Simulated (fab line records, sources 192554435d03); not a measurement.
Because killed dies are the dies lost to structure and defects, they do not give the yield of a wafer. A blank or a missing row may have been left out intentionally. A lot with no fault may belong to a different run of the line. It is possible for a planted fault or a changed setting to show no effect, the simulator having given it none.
fab line records | flow n5_finfet
record lots=10 | wafers=30 | last_day=17
route steps=1938 shown BEOL_M7@1307 BEOL_M8@1332
lots with no fault: from the same line, run without faults
start_h: hours from the record's first day to the start of the lot's first wafer shown | wait_h: time in hours since the lot's previous step | " identical to the entry in the row above | L1.1+2: a single row standing in for several wafers | - no value present, or no start provided | * or withheld: withheld | < > ~ a bound
route shown NAME@n: NAME is a module with steps in the file, n the number in the route of the first one | usual: average and standard deviation across the fault-free wafers | same: alike in all rows | chamber/n: place in a boat | sites: per-site readings | _std_site: the standard deviation of these | _edge_site: outer sites' mean less inner sites' | radius_mm: for every site, how far away it sits from the centre of the wafer | mask NAME#n: copy n | behind: the last tool/chamber to shape the wafer | hold: reason for holding the lot/hours on hold/outcome of the hold | device: names the non-switching transistor (n, p or np) | end of line: the same wafers' tests at the end of the route | step lacking rows: just its recipe | killed: at the first sort, the dies lost to defects and structure; wafer yield is something else | map: shows each die of a wafer: x if killed, . if not, _ if none is there
set.NAME: the run value of the setting; set.NAME@STEP: its run value at that earlier step | model.NAME: the simulator's own value behind a step, which no gauge read
a sample of lots followed through the steps of the route, with each step as a table and each wafer as a row
services: from which hour (start_h, from the record's first day; less than 0 if before it) a tool's chamber was out of use, for how many hours, and why
## steps
# step N5_BEOL_M7_STRIP_36
# recipe chemistry=N2/H2 | power_w=450 | temp_c=40 | pressure_mtorr=20 | rf_frequency_hz=6e+07 | overash_fraction=0.3 | bias_power_w=7 | h2_frac=0.5 | n2_flow_sccm=200 | h2_flow_sccm=200
# usual chamber_pressure_mTorr=20.00/0.034 | drypump_motor_current_A=5.8/0.49 | oes_product_au=0.79/0.071 | power_w=450.0/1.3 | rf_vpp_V=59.2/1.6 | showerhead_plenum_p_Torr=2.53/0.053 | throttle_valve_pct=23.6/0.36
lot.wafer | tool        | chamber | start_h | wait_h | chamber_pressure_mTorr | drypump_motor_current_A | oes_product_au | power_w | rf_hours_counter_h | rf_vpp_V | showerhead_plenum_p_Torr | throttle_valve_pct
L908.2    | rie_diel-05 | 2       | 190.25  | 0.0    | 20.07                  | 5.9                     | 0.81           | 448.9   | 101                | 58.9     | 2.54                     | 23.1
L908.3    | "           | 3       | "       | "      | 19.99                  | 6.4                     | 0.83           | 451.0   | 87                 | 59.9     | 2.48                     | 24.2
L908.4    | "           | 1       | "       | "      | 19.96                  | 5.7                     | 0.74           | 450.2   | -                  | 58.6     | 2.61                     | 23.3
L912.1    | rie_diel-05 | 1       | 215.89  | 0.0    | 20.04                  | 5.6                     | 0.73           | 449.2   | 172                | 59.2     | 2.61                     | 23.3
L912.5    | "           | 3       | "       | "      | 20.02                  | 6.4                     | 0.81           | 449.6   | -                  | 59.6     | 2.47                     | 24.2
L912.6    | "           | 2       | "       | "      | 19.97                  | 5.9                     | 0.80           | 449.0   | -                  | 57.6     | 2.54                     | 23.1
L911.3    | rie_diel-03 | 3       | 223.42  | 0.0    | 19.94                  | 6.6                     | 0.82           | 450.9   | 102                | 61.0     | 2.56                     | 23.6
L911.4    | "           | 2       | "       | "      | 19.95                  | 5.7                     | 0.70           | 448.9   | 238                | 60.1     | 2.60                     | 23.5
L911.6    | "           | 0       | "       | "      | 19.95                  | 5.3                     | 0.82           | 448.9   | -                  | 57.4     | 2.46                     | 23.8
L914.4    | rie_diel-03 | 1       | 240.84  | 0.0    | 20.02                  | 4.8                     | 0.87           | 449.8   | 35                 | 56.5     | 2.60                     | 23.4
L914.5    | "           | 1       | "       | "      | 20.02                  | 4.8                     | 0.87           | 450.5   | -                  | 58.4     | 2.60                     | 23.3
L914.6    | "           | 0       | "       | "      | 20.03                  | 5.3                     | 0.81           | 448.3   | -                  | 59.0     | 2.46                     | 23.8
L917.1    | rie_diel-02 | 2       | 245.22  | 0.0    | 19.99                  | 6.4                     | 0.70           | 449.1   | 182                | 61.9     | 2.51                     | 23.5
L917.3    | "           | 3       | "       | "      | 20.03                  | 5.4                     | 0.74           | 449.6   | 181                | 57.5     | 2.55                     | 24.2
L917.5    | "           | 2       | "       | "      | 20.01                  | 6.4                     | 0.70           | 448.5   | -                  | 61.1     | 2.51                     | 23.5
L915.1    | rie_diel-02 | 1       | 245.62  | 0.0    | 19.97                  | 5.7                     | 0.78           | 451.9   | 110                | 58.4     | 2.44                     | 23.8
L915.2    | "           | 0       | "       | "      | 19.94                  | 5.4                     | 0.85           | 450.7   | 67                 | 60.5     | 2.49                     | 23.4
L915.5    | "           | 3       | "       | "      | 20.08                  | 5.4                     | 0.72           | 447.7   | -                  | 59.7     | 2.55                     | 24.2
L925.1    | rie_diel-05 | 1       | 295.31  | 0.0    | 19.96                  | 5.7                     | 0.70           | 450.6   | 201                | 62.0     | 2.60                     | 23.3
L925.2    | "           | 0       | "       | "      | 19.98                  | 5.8                     | 1.01           | 451.2   | 0                  | 59.9     | 2.49                     | 23.4
L925.6    | "           | 0       | "       | "      | 19.97                  | 5.8                     | 1.00           | 451.1   | -                  | 61.5     | 2.49                     | 23.4
L928.1    | rie_diel-03 | 0       | 318.67  | 0.0    | 20.01                  | 5.3                     | 0.78           | 449.9   | 123                | 59.1     | 2.45                     | 23.8
L928.2    | "           | 1       | "       | "      | 20.02                  | 4.8                     | 0.83           | 448.3   | 58                 | 59.5     | 2.59                     | 23.4
L928.4    | "           | 2       | "       | "      | 19.99                  | 5.7                     | 0.91           | 450.0   | 11                 | 60.8     | 2.59                     | 23.2
L931.1    | rie_diel-05 | 2       | 332.21  | 0.0    | 20.03                  | 5.9                     | 0.77           | 450.3   | 150                | 59.3     | 2.52                     | 23.2
L931.2    | "           | 1       | "       | "      | 20.04                  | 5.7                     | 0.69           | 450.6   | 213                | 62.0     | 2.59                     | 23.3
L931.6    | "           | 0       | "       | "      | 20.02                  | 5.8                     | 0.95           | 451.2   | -                  | 57.2     | 2.49                     | 23.5
L930.1    | rie_diel-03 | 1       | 334.56  | 0.0    | 20.06                  | 4.8                     | 0.84           | 449.2   | 64                 | 60.9     | 2.59                     | 23.4
L930.2    | "           | 2       | "       | "      | 20.00                  | 5.7                     | 0.91           | 448.7   | 17                 | 59.5     | 2.58                     | 23.2
L930.3    | "           | 0       | "       | "      | 20.02                  | 5.3                     | 0.78           | 449.3   | 129                | 58.9     | 2.45                     | 23.8
# step N5_BEOL_M7_STRIP_80
# recipe chemistry=N2/H2 | time_s=10 | power_w=450 | temp_c=40 | pressure_mtorr=20 | rf_frequency_hz=6e+07 | bias_power_w=7 | n2_flow_sccm=200 | h2_flow_sccm=200
# usual chamber_pressure_mTorr=20.000/0.019 | drypump_motor_current_A=5.8/0.49 | oes_product_au=0.79/0.07 | rf_vpp_V=59.2/0.99 | showerhead_plenum_p_Torr=2.53/0.053 | throttle_valve_pct=23.6/0.36
lot.wafer | tool        | chamber | start_h | wait_h | chamber_pressure_mTorr | drypump_motor_current_A | oes_product_au | rf_hours_counter_h | rf_vpp_V | showerhead_plenum_p_Torr | throttle_valve_pct
L908.2    | rie_diel-05 | 2       | -       | -      | 19.990                 | 5.9                     | 0.81           | 101                | 59.4     | 2.54                     | 23.1
L908.3    | "           | 3       | "       | "      | 20.028                 | 6.4                     | 0.83           | 87                 | 59.0     | 2.48                     | 24.2
L908.4    | "           | 1       | "       | "      | 19.973                 | 5.7                     | 0.74           | -                  | 58.1     | 2.61                     | 23.3
L912.1    | rie_diel-05 | 1       | -       | -      | 19.991                 | 5.7                     | 0.73           | 172                | 60.2     | 2.61                     | 23.3
L912.5    | "           | 3       | "       | "      | 20.010                 | 6.4                     | 0.82           | -                  | 56.6     | 2.47                     | 24.2
L912.6    | "           | 2       | "       | "      | 20.017                 | 5.9                     | 0.80           | -                  | 59.2     | 2.54                     | 23.1
L911.3    | rie_diel-03 | 3       | -       | -      | 20.025                 | 6.7                     | 0.80           | 102                | 60.2     | 2.56                     | 23.7
L911.4    | "           | 2       | "       | "      | 19.992                 | 5.8                     | 0.69           | 238                | 59.6     | 2.60                     | 23.5
L911.6    | "           | 0       | "       | "      | 20.021                 | 5.3                     | 0.81           | -                  | 60.0     | 2.46                     | 23.8
L914.4    | rie_diel-03 | 1       | -       | -      | 19.984                 | 4.8                     | 0.87           | 35                 | 61.9     | 2.60                     | 23.4
L914.5    | "           | 1       | "       | "      | 20.014                 | 4.8                     | 0.87           | -                  | 58.8     | 2.60                     | 23.4
L914.6    | "           | 0       | "       | "      | 20.023                 | 5.4                     | 0.81           | -                  | 59.6     | 2.46                     | 23.8
L917.1    | rie_diel-02 | 2       | -       | -      | 19.999                 | 6.4                     | 0.71           | 182                | 57.8     | 2.51                     | 23.5
L917.3    | "           | 3       | "       | "      | 19.984                 | 5.4                     | 0.73           | 182                | 59.6     | 2.55                     | 24.2
L917.5    | "           | 2       | "       | "      | 20.017                 | 6.4                     | 0.70           | -                  | 59.0     | 2.51                     | 23.5
L915.1    | rie_diel-02 | 1       | -       | -      | 19.992                 | 5.7                     | 0.80           | 110                | 58.6     | 2.44                     | 23.8
L915.2    | "           | 0       | "       | "      | 20.000                 | 5.4                     | 0.85           | 67                 | 58.7     | 2.49                     | 23.4
L915.5    | "           | 3       | "       | "      | 19.992                 | 5.4                     | 0.75           | -                  | 59.9     | 2.55                     | 24.2
L925.1    | rie_diel-05 | 1       | -       | -      | 19.988                 | 5.6                     | 0.70           | 201                | 60.2     | 2.60                     | 23.3
L925.2    | "           | 0       | "       | "      | 19.970                 | 5.9                     | 0.99           | 0                  | 58.4     | 2.49                     | 23.4
L925.6    | "           | 0       | "       | "      | 19.987                 | 5.9                     | 0.99           | -                  | 58.0     | 2.49                     | 23.4
L928.1    | rie_diel-03 | 0       | -       | -      | 19.990                 | 5.3                     | 0.79           | 123                | 58.8     | 2.45                     | 23.8
L928.2    | "           | 1       | "       | "      | 19.980                 | 4.8                     | 0.84           | 58                 | 60.5     | 2.59                     | 23.4
L928.4    | "           | 2       | "       | "      | 20.021                 | 5.7                     | 0.93           | 11                 | 57.9     | 2.59                     | 23.2
L931.1    | rie_diel-05 | 2       | -       | -      | 19.989                 | 5.8                     | 0.76           | 150                | 59.0     | 2.52                     | 23.2
L931.2    | "           | 1       | "       | "      | 19.987                 | 5.7                     | 0.70           | 213                | 59.5     | 2.59                     | 23.3
L931.6    | "           | 0       | "       | "      | 20.019                 | 5.8                     | 0.94           | -                  | 58.9     | 2.49                     | 23.4
L930.1    | rie_diel-03 | 1       | -       | -      | 19.969                 | 4.8                     | 0.83           | 64                 | 58.1     | 2.58                     | 23.4
L930.2    | "           | 2       | "       | "      | 20.007                 | 5.7                     | 0.91           | 17                 | 59.8     | 2.58                     | 23.2
L930.3    | "           | 0       | "       | "      | 19.998                 | 5.3                     | 0.78           | 129                | 59.1     | 2.45                     | 23.8
# step N5_BEOL_M7_DEGAS_44
# recipe ambient=vacuum | temp_c=250 | time_s=60
# usual heater_power_w=325/19 | susceptor_temp_C=250.01/0.17
lot.wafer | tool           | chamber | start_h | wait_h | heater_power_w | susceptor_temp_C
L908.2    | pvd_sputter-02 | -       | 191.38  | 0.6    | 348            | 249.97
L908.3    | "              | -       | "       | "      | 329            | 249.92
L908.4    | "              | -       | "       | "      | 320            | 249.94
L912.1    | pvd_sputter-01 | -       | 217.73  | 1.4    | 321            | 249.96
L912.5    | "              | -       | "       | "      | 275            | 250.31
L912.6    | "              | -       | "       | "      | 327            | 249.83
L911.3    | pvd_sputter-03 | -       | 224.41  | 0.3    | 328            | 249.79
L911.4    | "              | -       | "       | "      | 333            | 250.27
L911.6    | "              | -       | "       | "      | 333            | 249.77
L914.4    | pvd_sputter-01 | -       | 241.76  | 0.3    | 326            | 250.03
L914.5    | "              | -       | "       | "      | 339            | 250.20
L914.6    | "              | -       | "       | "      | 269            | 250.10
L917.1    | pvd_sputter-01 | -       | 246.10  | 0.4    | 336            | 250.17
L917.3    | "              | -       | "       | "      | 328            | 249.98
L917.5    | "              | -       | "       | "      | 323            | 250.08
L915.1    | pvd_sputter-01 | -       | 246.60  | 0.5    | 315            | 250.14
L915.2    | "              | -       | "       | "      | 331            | 249.95
L915.5    | "              | -       | "       | "      | 327            | 249.97
L925.1    | pvd_sputter-01 | -       | 298.33  | 2.4    | 324            | 250.17
L925.2    | "              | -       | "       | "      | 335            | 250.17
L925.6    | "              | -       | "       | "      | 318            | 250.31
L928.1    | pvd_sputter-02 | -       | 319.71  | 0.6    | 309            | 250.29
L928.2    | "              | -       | "       | "      | 344            | 249.85
L928.4    | "              | -       | "       | "      | 320            | 249.95
L931.1    | pvd_sputter-02 | -       | 334.23  | 1.6    | 317            | 250.03
L931.2    | "              | -       | "       | "      | 320            | 249.83
L931.6    | "              | -       | "       | "      | 308            | 250.04
L930.1    | pvd_sputter-03 | -       | 335.27  | 0.3    | 335            | 249.71
L930.2    | "              | -       | "       | "      | 333            | 249.86
L930.3    | "              | -       | "       | "      | 335            | 250.00
# step N5_BEOL_M8_ILD_DEP_00
# recipe material=SiCOH_lowk | target_thk_a=1797.5 | temp_c=300 | precursor=DEMS/porogen | pressure_torr=5 | rf_w=500 | time_s=33.4
# usual heater_power_w=358/61 | showerhead_plenum_p_Torr=5.739/0.026 | susceptor_temp_C=299.99/0.18 | throttle_valve_pct=13.5/0.66
lot.wafer | tool     | chamber | start_h | wait_h | heater_power_w | showerhead_plenum_p_Torr | susceptor_temp_C | throttle_valve_pct
L908.2    | pecvd-01 | 0       | 193.41  | 0.0    | 318            | 5.743                    | 299.94           | 13.8
L908.3    | "        | 2       | "       | "      | 347            | 5.694                    | 300.24           | 12.7
L908.4    | "        | 1       | "       | "      | 473            | 5.702                    | 299.87           | 13.5
L912.1    | pecvd-01 | 0       | 219.77  | 0.0    | 290            | 5.774                    | 300.04           | 13.8
L912.5    | "        | 0       | "       | "      | 297            | 5.769                    | 299.40           | 13.9
L912.6    | "        | 1       | "       | "      | 399            | 5.719                    | 300.09           | 13.5
L911.3    | pecvd-03 | 1       | 226.87  | 0.0    | 406            | 5.767                    | 300.03           | 14.2
L911.4    | "        | 0       | "       | "      | 306            | 5.755                    | 300.05           | 12.8
L911.6    | "        | 1       | "       | "      | 421            | 5.759                    | 300.37           | 14.1
L914.4    | pecvd-01 | 1       | 245.61  | 0.1    | 465            | 5.707                    | 299.70           | 13.5
L914.5    | "        | 2       | "       | "      | 356            | 5.698                    | 299.91           | 12.9
L914.6    | "        | 0       | "       | "      | 351            | 5.760                    | 316.92           | 13.8
L917.1    | pecvd-03 | 1       | 247.77  | 0.0    | 357            | 5.752                    | 299.99           | 14.1
L917.3    | "        | 0       | "       | "      | 317            | 5.747                    | 300.08           | 13.0
L917.5    | "        | 1       | "       | "      | 368            | 5.765                    | 300.05           | 14.1
L915.1    | pecvd-01 | 2       | 248.52  | 0.0    | 362            | 5.688                    | 300.07           | 12.6
L915.2    | "        | 0       | "       | "      | 362            | 5.759                    | 316.83           | 13.9
L915.5    | "        | 2       | "       | "      | 360            | 5.706                    | 300.12           | 12.8
L925.1    | pecvd-03 | 2       | 300.12  | 0.0    | 244            | 5.754                    | 300.36           | 13.0
L925.2    | "        | 1       | "       | "      | 397            | 5.763                    | 299.97           | 13.9
L925.6    | "        | 1       | "       | "      | 404            | 5.765                    | 300.32           | 14.2
L928.1    | pecvd-01 | 0       | 321.97  | 0.0    | 354            | 5.759                    | 299.92           | 14.0
L928.2    | "        | 2       | "       | "      | 385            | 5.702                    | 299.94           | 12.8
L928.4    | "        | 0       | "       | "      | 344            | 5.771                    | 299.54           | 14.0
L931.1    | pecvd-01 | 2       | 336.22  | 0.0    | 400            | 5.700                    | 299.77           | 12.9
L931.2    | "        | 0       | "       | "      | 318            | 5.739                    | 300.06           | 13.6
L931.6    | "        | 2       | "       | "      | 403            | 5.692                    | 300.10           | 12.9
L930.1    | pecvd-01 | 1       | 338.37  | 0.0    | 484            | 5.704                    | 300.18           | 13.6
L930.2    | "        | 0       | "       | "      | 351            | 5.775                    | 299.99           | 14.0
L930.3    | "        | 2       | "       | "      | 367            | 5.691                    | 300.28           | 12.6
# step N5_BEOL_M8_THK_MEAS_01
# recipe reads=SiCOH_lowk_of_BEOL_M8_ILD_DEP_00
# usual M8_ILD_THK=155.2/2.9
lot.wafer | tool          | chamber | start_h | wait_h | M8_ILD_THK[nm]
L908.2    | film_metro-01 | -       | 193.99  | 0.4    | 157.7
L908.3    | "             | -       | "       | "      | 154.3
L908.4    | "             | -       | "       | "      | 158.5
L912.1    | film_metro-01 | -       | 221.78  | 1.6    | 158.8
L912.5    | "             | -       | "       | "      | 159.4
L912.6    | "             | -       | "       | "      | 158.6
L911.3    | film_metro-01 | -       | 227.46  | 0.3    | 150.5
L911.4    | "             | -       | "       | "      | 152.3
L911.6    | "             | -       | "       | "      | 155.6
L914.4    | film_metro-02 | -       | 246.16  | 0.2    | 158.3
L914.5    | "             | -       | "       | "      | 162.0
L914.6    | "             | -       | "       | "      | 147.0
L917.1    | film_metro-01 | -       | 248.34  | 0.4    | 152.6
L917.3    | "             | -       | "       | "      | 151.2
L917.5    | "             | -       | "       | "      | 154.0
L915.1    | film_metro-01 | -       | 249.12  | 0.4    | 157.2
L915.2    | "             | -       | "       | "      | 142.7
L915.5    | "             | -       | "       | "      | 160.4
L925.1    | film_metro-01 | -       | 300.70  | 0.4    | 152.9
L925.2    | "             | -       | "       | "      | 150.5
L925.6    | "             | -       | "       | "      | 155.3
L928.1    | film_metro-01 | -       | 322.57  | 0.4    | 152.8
L928.2    | "             | -       | "       | "      | 156.8
L928.4    | "             | -       | "       | "      | 155.7
L931.1    | film_metro-02 | -       | 336.80  | 0.4    | 157.2
L931.2    | "             | -       | "       | "      | 152.8
L931.6    | "             | -       | "       | "      | 159.2
L930.1    | film_metro-01 | -       | 338.95  | 0.4    | 154.9
L930.2    | "             | -       | "       | "      | 155.8
L930.3    | "             | -       | "       | "      | 157.1
## services
tool        | chamber | start_h | hours | kind
pecvd-03    | 2       | 178.89  | 16.5  | scheduled_down
rie_diel-03 | 2       | 189.48  | 14.7  | repair
pecvd-03    | 0       | 209.19  | 2.1   | scheduled_down
pecvd-01    | 1       | 233.27  | 5.5   | scheduled_down
rie_diel-02 | -       | 249.58  | 2.8   | pm
rie_diel-03 | 2       | 261.75  | -     | clean
rie_diel-03 | 2       | 261.75  | -     | consumable_replace:focus_ring
rie_diel-03 | 2       | 261.75  | 24.2  | scheduled_down
rie_diel-03 | 2       | 261.75  | 24.2  | vent_cycle
rie_diel-05 | 0       | 269.66  | -     | clean
rie_diel-05 | 0       | 269.66  | -     | consumable_replace:focus_ring
rie_diel-05 | 0       | 269.66  | 24.8  | scheduled_down
rie_diel-05 | 0       | 269.66  | 24.8  | vent_cycle
pecvd-01    | 0       | 279.00  | 2.1   | scheduled_down
pecvd-01    | -       | 297.19  | 1.4   | repair
pecvd-01    | 1       | 314.37  | 13.0  | repair
## key
first_sign step=N5_BEOL_M8_ILD_DEP_00 | reading=susceptor_temp_C | direction=up | sigmas=92 | usual=* | struck=*
effect step=N5_BEOL_M8_THK_MEAS_01 | reading=M8_ILD_THK | direction=down | sigmas=3.6 | usual=155.2 | struck=144.9
met_at N5_BEOL_M8_ILD_DEP_00
struck_lots L914,L915
struck_wafers L914.6,L915.2
not_acting_at N5_BEOL_M7_STRIP_36,N5_BEOL_M7_STRIP_80,N5_BEOL_M7_DEGAS_44
onset_between 219.77 245.61
fault kind=process_parameter_drift | tool=pecvd-01 | chamber=0 | onset_h=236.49 | steps=N5_BEOL_M8_ILD_DEP_00 | channel=temp_c | offset=* | shape=step | end_h=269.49 | acts_in=* | stated=*
